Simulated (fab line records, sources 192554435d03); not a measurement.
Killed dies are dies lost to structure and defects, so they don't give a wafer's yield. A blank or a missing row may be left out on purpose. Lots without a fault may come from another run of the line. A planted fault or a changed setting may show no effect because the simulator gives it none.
Which tool did it? | flow n5_finfet | 12 lots, 33 wafers sampled, at 5 steps of a route of 1938

WHAT THE GAUGES READ, wafer by wafer
N5_BEOL_M8_OCD_MEAS_38. Usual: trench_depth_nm 93.9 nm, standard deviation 1.7.
lot  | measured     | on     | trench_depth_nm (nm) | flag
L533 | day 9 13:18  | ocd-02 | 95.6 94.4 95.3       |
L532 | day 9 18:22  | ocd-01 | 91.8 93.1 95.7       |
L535 | day 9 21:34  | ocd-01 | 92.4 93.4 96.5       |
L536 | day 10 17:44 | ocd-02 | 92.7 94.2 92.5       |
L541 | day 12 02:03 | ocd-01 | 95.6 90.8            |
L545 | day 12 18:25 | ocd-01 | 92.4 93.9            |
L548 | day 13 11:48 | ocd-01 | 92.5 93.0 95.7       |
L551 | day 14 04:52 | ocd-01 | 93.1 93.0 95.6       |
L552 | day 14 10:09 | ocd-01 | 95.0 95.5 92.1       |
L553 | day 14 20:53 | ocd-01 | 94.8 94.3 93.6       |
L554 | day 14 23:10 | ocd-01 | 92.7 92.1 91.5       |
L555 | day 15 22:25 | ocd-02 | 93.5 93.0            |

N5_BEOL_M8_INSPECT_58: inspects for defects (darkfield). Usual: raw_defect_count 78, standard deviation 23.
lot  | measured     | on                | raw_defect_count | flag
L533 | day 9 15:55  | defect_inspect-02 | 87 59 87         |
L532 | day 9 20:59  | defect_inspect-02 | 72 79 75         |
L535 | day 10 02:12 | defect_inspect-01 | 53 62 46         |
L536 | day 10 21:23 | defect_inspect-01 | 88 134 69        |
L541 | day 12 04:58 | defect_inspect-01 | 78 38            |
L545 | day 12 22:20 | defect_inspect-02 | 64 87            |
L548 | day 13 14:31 | defect_inspect-01 | 57 49 53         |
L551 | day 14 07:04 | defect_inspect-01 | 57 113 81        |
L552 | day 14 13:49 | defect_inspect-02 | 93 97 80         |
L553 | day 14 23:33 | defect_inspect-02 | 78 90 111        |
L554 | day 15 03:05 | defect_inspect-02 | 84 71 75         |
L555 | day 16 02:16 | defect_inspect-02 | 92 60            |

WHICH TOOL RAN EACH LOT (tool, then ch and the chambers of the sampled wafers, then the start)
lot  | N5_BEOL_M8_PECVD_70             | N5_BEOL_M8_ALD_77                   | N5_BEOL_M8_CMP_52
L533 | pecvd-01 ch 1,2, day 9 07:29    | ald_metal-03 ch 0,1,3, day 9 13:56  | cmp-03 ch 1,2, day 9 15:28
L532 | pecvd-01 ch 1,2, day 9 14:14    | ald_metal-01 ch 0,2,3, day 9 19:24  | cmp-01 ch 0,2,3, day 9 20:32
L535 | pecvd-03 ch 0,1, day 9 17:19    | ald_metal-01 ch 1,2, day 9 23:00    | cmp-02 ch 1,2,3, day 10 01:49
L536 | pecvd-01 ch 0,1, day 10 13:49   | ald_metal-04 ch 1,2,3, day 10 19:52 | cmp-03 ch 1,2,3, day 10 21:01
L541 | pecvd-01 ch 0,1, day 11 23:41   | ald_metal-04 ch 2,3, day 12 03:22   | cmp-02 ch 0,3, day 12 04:31
L545 | pecvd-01 ch 0,1, day 12 13:26   | ald_metal-03 ch 1,3, day 12 20:17   | cmp-03 ch 1,2, day 12 21:55
L548 | pecvd-03 ch 0,1,2, day 13 08:45 | ald_metal-04 ch 0,2,3, day 13 12:53 | cmp-02 ch 0,1,3, day 13 14:05
L551 | pecvd-04 ch 0,1, day 14 02:14   | ald_metal-03 ch 0,1,3, day 14 05:32 | cmp-02 ch 0,1,2, day 14 06:44
L552 | pecvd-04 ch 1,2, day 14 07:29   | ald_metal-01 ch 0,2,3, day 14 12:18 | cmp-01 ch 0,2,3, day 14 13:22
L553 | pecvd-03 ch 0,2, day 14 14:41   | ald_metal-01 ch 0,2,3, day 14 21:46 | cmp-03 ch 1,2,3, day 14 23:08
L554 | pecvd-03 ch 1,2, day 14 20:05   | ald_metal-04 ch 0,1,3, day 15 00:14 | cmp-01 ch 1,3, day 15 02:41
L555 | pecvd-01 ch 0,1, day 15 17:39   | ald_metal-03 ch 1,3, day 15 23:07   | cmp-03 ch 1,2, day 16 01:47
- N5_BEOL_M8_PECVD_70: deposits SiO2 from TEOS/O2, target thk 20 nm, time 22.7 s.
- N5_BEOL_M8_ALD_77: deposits TaN, target thk 2 nm, pulse time 2 s, purge time 3 s.
- N5_BEOL_M8_CMP_52: polishes, stops on SiCOH lowk, t overpolish 6.9 s, target thk 80 nm.

WHAT THE TOOLS THEMSELVES READ (means of the sampled wafers that have a number; where no wafer has one, the mark that the record gives instead)
N5_BEOL_M8_PECVD_70. Usual: heater_power_w 716 W, standard deviation 65; showerhead_plenum_p_Torr 8.82 Torr, standard deviation 0.059; throttle_valve_pct 22.6 %, standard deviation 1.3.
lot  | tool     | heater_power_w (W) | showerhead_plenum_p_Torr (Torr) | throttle_valve_pct (%) | flag
L533 | pecvd-01 | 672                | 8.86                            | 24.9                   |
L532 | pecvd-01 | 601                | 8.81                            | 25.1                   |
L535 | pecvd-03 | 686                | 8.85                            | 22.1                   |
L536 | pecvd-01 | 695                | 8.86                            | 23.8                   |
L541 | pecvd-01 | 698                | 8.86                            | 23.2                   |
L545 | pecvd-01 | 734                | 8.87                            | 23.6                   |
L548 | pecvd-03 | 750                | 8.82                            | 22.0                   |
L551 | pecvd-04 | 719                | 8.74                            | 21.5                   |
L552 | pecvd-04 | 645                | 8.73                            | 23.1                   |
L553 | pecvd-03 | 760                | 8.76                            | 21.7                   |
L554 | pecvd-03 | 719                | 8.82                            | 21.4                   |
L555 | pecvd-01 | 734                | 8.88                            | 23.5                   |

N5_BEOL_M8_ALD_77. Usual: heater_power_w 418 W, standard deviation 43.
lot  | tool         | heater_power_w (W) | flag
L533 | ald_metal-03 | 428                |
L532 | ald_metal-01 | 387                |
L535 | ald_metal-01 | 415                |
L536 | ald_metal-04 | 383                |
L541 | ald_metal-04 | 374                |
L545 | ald_metal-03 | 424                |
L548 | ald_metal-04 | 394                |
L551 | ald_metal-03 | 425                |
L552 | ald_metal-01 | 394                |
L553 | ald_metal-01 | 393                |
L554 | ald_metal-04 | 400                |
L555 | ald_metal-03 | 427                |

N5_BEOL_M8_CMP_52. Usual: barrier_field_endpoint_s 28.8 s, standard deviation 0.66; motor_current_A 5.9 A, standard deviation 0.74; overpolish_run_s 6.899 s, standard deviation 0.0085.
lot  | tool   | barrier_field_endpoint_s (s) | motor_current_A (A) | overpolish_run_s (s) | flag
L533 | cmp-03 | 28.1                         | 6.7                 | 6.895                |
L532 | cmp-01 | 28.4                         | 5.9                 | 6.898                |
L535 | cmp-02 | 29.2                         | 5.7                 | 6.906                |
L536 | cmp-03 | 28.4                         | 5.9                 | 6.904                |
L541 | cmp-02 | 37.6                         | 6.6                 | 3.465                | OFF
L545 | cmp-03 | 37.1                         | 6.6                 | 3.470                | OFF
L548 | cmp-02 | 28.2                         | 5.9                 | 6.895                |
L551 | cmp-02 | 28.4                         | 5.4                 | 6.898                |
L552 | cmp-01 | 28.9                         | 6.3                 | 6.900                |
L553 | cmp-03 | 29.6                         | 6.0                 | 6.902                |
L554 | cmp-01 | 29.3                         | 5.8                 | 6.904                |
L555 | cmp-03 | 27.9                         | 6.6                 | 6.893                |

THE ANSWER, worked out from the rows above alone
Rule: a lot is off if the mean of its wafers that have a number lies more than 3 standard deviations from the usual mean. A lot without any number at a reading at which 4 lots or more have one is off too. The other lots that the step has rows for count as sound. The gauges are gone through in route order, then the tools' own readings, and for those a lot's mean is taken as printed above. The first step at which some lot is off is used, and at that step the reading that is off furthest; a lot without a number counts as furthest.
Off: L541, L545, at N5_BEOL_M8_CMP_52 (overpolish_run_s).
A tool fits if, at that step or a process step before it, it ran every lot that is off, and no sound lot after the first of them. None of those tried fits.

WHAT THE SIMULATOR HAD PUT IN
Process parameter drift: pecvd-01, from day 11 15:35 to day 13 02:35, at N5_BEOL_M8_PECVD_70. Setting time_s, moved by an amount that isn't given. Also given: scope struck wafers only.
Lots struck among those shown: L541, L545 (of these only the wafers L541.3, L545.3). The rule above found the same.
